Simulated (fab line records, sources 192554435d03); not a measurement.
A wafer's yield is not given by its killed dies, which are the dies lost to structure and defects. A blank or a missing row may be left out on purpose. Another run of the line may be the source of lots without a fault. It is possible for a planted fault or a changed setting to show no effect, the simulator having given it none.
Which tool did it?    flow n5 finfet    Sampling: 10 lots, 30 wafers, 3 of 1938 route steps

WHAT EACH GAUGE READ, for each wafer
N5_PASSIVATION_OVL_MEAS_66. Usual: PASS_OPEN_OVL gives -3 nm (standard deviation 5.5).
lot   measured      on          PASS_OPEN_OVL (nm)  flag
L760  day 13 08:29  overlay-01  2 -10 4             
L759  day 13 08:45  overlay-01  -7 -3 0             
L763  day 14 04:40  overlay-01  -6 -4 10            
L765  day 14 17:34  overlay-02  2 4 -6              
L769  day 15 16:48  overlay-02  -6 -1 -10           
L768  day 15 22:32  overlay-01  -2 -1 -10           
L777  day 17 01:37  overlay-02  8 6 3               
L775  day 17 12:32  overlay-01  -3 -4 -2            
L776  day 17 13:58  overlay-01  -10 -11 -8          
L779  day 18 02:21  overlay-01  -4 1 -7             

WHICH TOOL RAN EACH LOT (tool, then ch and the chambers of the sampled wafers, then the start)
lot   N5_BEOL_M13_ETCH_67                 N5_PASSIVATION_DESCUM_12
L760  rie diel-02 ch 2,3, day 12 01:28    rie diel-02 ch 0,1,2, day 13 04:44
L759  rie diel-04 ch 0,1,3, day 12 01:46  rie diel-02 ch 0,1, day 13 05:16
L763  rie diel-06 ch 0,3, day 13 04:48    rie diel-02 ch 0,2, day 14 01:19
L765  rie diel-02 ch 0,2, day 13 14:09    rie diel-04 ch 0,1,2, day 14 13:50
L769  rie diel-06 ch 0,1,2, day 14 10:05  rie diel-06 ch 1,2,3, day 15 13:19
L768  rie diel-02 ch 0,1, day 14 18:07    rie diel-02 ch 1,3, day 15 18:41
L777  rie diel-02 ch 0,3, day 15 23:34    rie diel-04 ch 0,2,3, day 16 20:59
L775  rie diel-02 ch 0,1,3, day 16 01:13  rie diel-04 ch 0,1, day 17 09:32
L776  rie diel-06 ch 0,3, day 16 04:43    rie diel-06 ch 1,2,3, day 17 10:51
L779  rie diel-04 ch 1,2,3, day 16 17:27  rie diel-02 ch 0,3, day 17 22:48
- N5_BEOL_M13_ETCH_67: etches SiARC in CF4, target depth 143 nm, time 238.3 s.
- N5_PASSIVATION_DESCUM_12: chemistry O2, time 7.9 s.

WHAT THE TOOLS THEMSELVES READ (means of the sampled wafers that have a number; where no wafer has one, the mark that the record gives instead)
N5_BEOL_M13_ETCH_67. Usual: cf4 flow sccm is 100.00 sccm with standard deviation 0.28, drypump motor current A is 5.81 A with standard deviation 0.28, etch rf on time s is 238 s with standard deviation 4.6, oes product au is 0.70 a.u. with standard deviation 0.079, rf vpp V is 184.1 V with standard deviation 1.1, showerhead plenum p Torr is 2.14 Torr with standard deviation 0.066, and throttle valve pct is 15.62 % with standard deviation 0.28.
lot   tool         cf4 flow sccm (sccm)  drypump motor current A (A)  etch rf on time s (s)  oes product au (a.u.)  rf vpp V (V)  showerhead plenum p Torr (Torr)  throttle valve pct (%)  flag
L760  rie diel-02  100.21                5.40                         238                    0.71                   184.0         2.10                             15.46                   
L759  rie diel-04  99.82                 5.85                         235                    0.68                   184.2         2.19                             15.84                   
L763  rie diel-06  99.90                 5.93                         237                    0.74                   184.3         2.15                             15.67                   
L765  rie diel-02  99.81                 5.59                         242                    0.63                   183.2         2.08                             15.66                   
L769  rie diel-06  100.05                5.84                         237                    0.71                   184.4         2.19                             15.61                   
L768  rie diel-02  100.03                6.03                         243                    0.67                   183.8         2.11                             15.81                   
L777  rie diel-02  100.23                5.75                         238                    0.71                   183.5         2.16                             15.63                   
L775  rie diel-02  99.87                 5.85                         239                    0.72                   184.1         2.13                             15.66                   
L776  rie diel-06  99.67                 5.94                         238                    0.71                   184.7         2.14                             15.71                   
L779  rie diel-04  99.71                 5.84                         234                    0.76                   183.7         2.15                             15.40                   

N5_PASSIVATION_DESCUM_12. Usual: drypump motor current A 5.83 A, standard deviation 0.28; oes product au 0.79 a.u., standard deviation 0.091; rf vpp V 243.1 V, standard deviation 1.4; showerhead plenum p Torr 2.10 Torr, standard deviation 0.065; throttle valve pct 20.51 %, standard deviation 0.26.
lot   tool         drypump motor current A (A)  oes product au (a.u.)  rf vpp V (V)  showerhead plenum p Torr (Torr)  throttle valve pct (%)  flag
L760  rie diel-02  5.78                         0.72                   242.4         2.05                             20.64                   
L759  rie diel-02  5.95                         0.70                   242.8         2.06                             20.79                   
L763  rie diel-02  5.57                         0.73                   242.8         2.03                             20.52                   
L765  rie diel-04  5.97                         0.82                   243.8         2.14                             20.42                   
L769  rie diel-06  5.95                         0.78                   243.0         2.10                             20.49                   
L768  rie diel-02  5.69                         0.91                   243.4         2.10                             20.33                   
L777  rie diel-04  5.70                         0.84                   242.6         2.08                             20.36                   
L775  rie diel-04  5.96                         0.76                   243.9         2.18                             20.79                   
L776  rie diel-06  5.94                         0.76                   242.7         2.10                             20.51                   
L779  rie diel-02  5.92                         0.76                   242.5         2.09                             20.64                   

THE ANSWER, worked out from the rows above alone
Rule: a lot is off if the mean of its wafers that have a number lies more than 3 standard deviations from the usual mean. Also off: a lot with no number at a reading for which 4 or more lots have one. The other lots that the step has rows for count as sound. First the gauges in route order, then the tools' own readings, where a lot's mean is used as printed above. At the first step where some lot is off, the reading lying furthest off is the one used; lots without a number count as furthest.
None of the lots is off at any reading shown; this tells nothing.

WHAT HAD BEEN PUT IN BY THE SIMULATOR
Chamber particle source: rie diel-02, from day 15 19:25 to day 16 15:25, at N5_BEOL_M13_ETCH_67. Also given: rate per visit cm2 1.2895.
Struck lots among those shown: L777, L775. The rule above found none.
